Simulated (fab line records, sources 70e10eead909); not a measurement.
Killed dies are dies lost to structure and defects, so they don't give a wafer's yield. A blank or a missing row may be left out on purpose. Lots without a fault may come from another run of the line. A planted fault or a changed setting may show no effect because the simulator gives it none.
Chamber matching | flow nand_harc | NHARC_A_CHANNEL_FILL_D2_ALD_25 on ald_hk-02: 4 sister chambers
The step deposits SiOx, target thk 60 nm, pulse time 10 s, ald cycles 600. 8 wafers are shown with their chamber, then 10 later ones without.

WAFERS WITH THEIR CHAMBER
wafer  | chamber | heater_power_w (W) | precursor_pulse_height_rel
L080.4 | 3       | 478                | 0.974
L081.1 | 2       | 428                | 1.003
L081.4 | 1       | 431                | 0.975
L084.1 | 2       | 431                | 0.969
L084.5 | 0       | 457                | 0.970
L084.6 | 1       | 437                | 1.016
L085.1 | 3       | 483                | 0.998
L085.3 | 0       | 445                | 1.006

WAFERS WITHOUT THEIR CHAMBER
wafer  | heater_power_w (W) | precursor_pulse_height_rel
L085.5 | 432                | 0.969
L091.2 | 437                | 0.995
L091.3 | 464                | 0.986
L091.5 | 486                | 0.998
L093.4 | 447                | 1.022
L093.5 | 442                | 0.987
L093.6 | 452                | 0.995
L097.1 | 444                | 0.960
L097.2 | 465                | 1.015
L097.5 | 441                | 1.008

WHICH CHAMBER EACH WENT THROUGH
wafer  | from the rows above          | in truth
L085.5 | can't be placed: 2 or 1      | 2
L091.2 | can't be placed: 1 or 2      | 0
L091.3 | can't be placed: 0 or 3      | 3
L091.5 | 3                            | 3
L093.4 | can't be placed: 0 or 1      | 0
L093.5 | can't be placed: 1 or 0 or 2 | 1
L093.6 | 0                            | 0
L097.1 | can't be placed: 0 or 1 or 2 | 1
L097.2 | can't be placed: 0 or 3      | 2
L097.5 | can't be placed: 1 or 0 or 2 | 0
Placed correctly: 2 of 10. Can't be placed from these rows: 8 (the true chamber is among the candidates in 6). Placed wrongly: 0.
How it was worked out, from the rows above alone: a wafer's distance from a chamber is the root of the sum, over the readings, of the square of ((its reading less the chamber's mean) divided by the reading's scatter). The wafer belongs to the nearest chamber; if the next one is less than 2 further off, it can't be placed. A chamber's mean is the mean of its shown wafers. The scatter: the root of (the sum of the squares of (reading less its chamber's mean) over the shown wafers, divided by (wafers less chambers)).
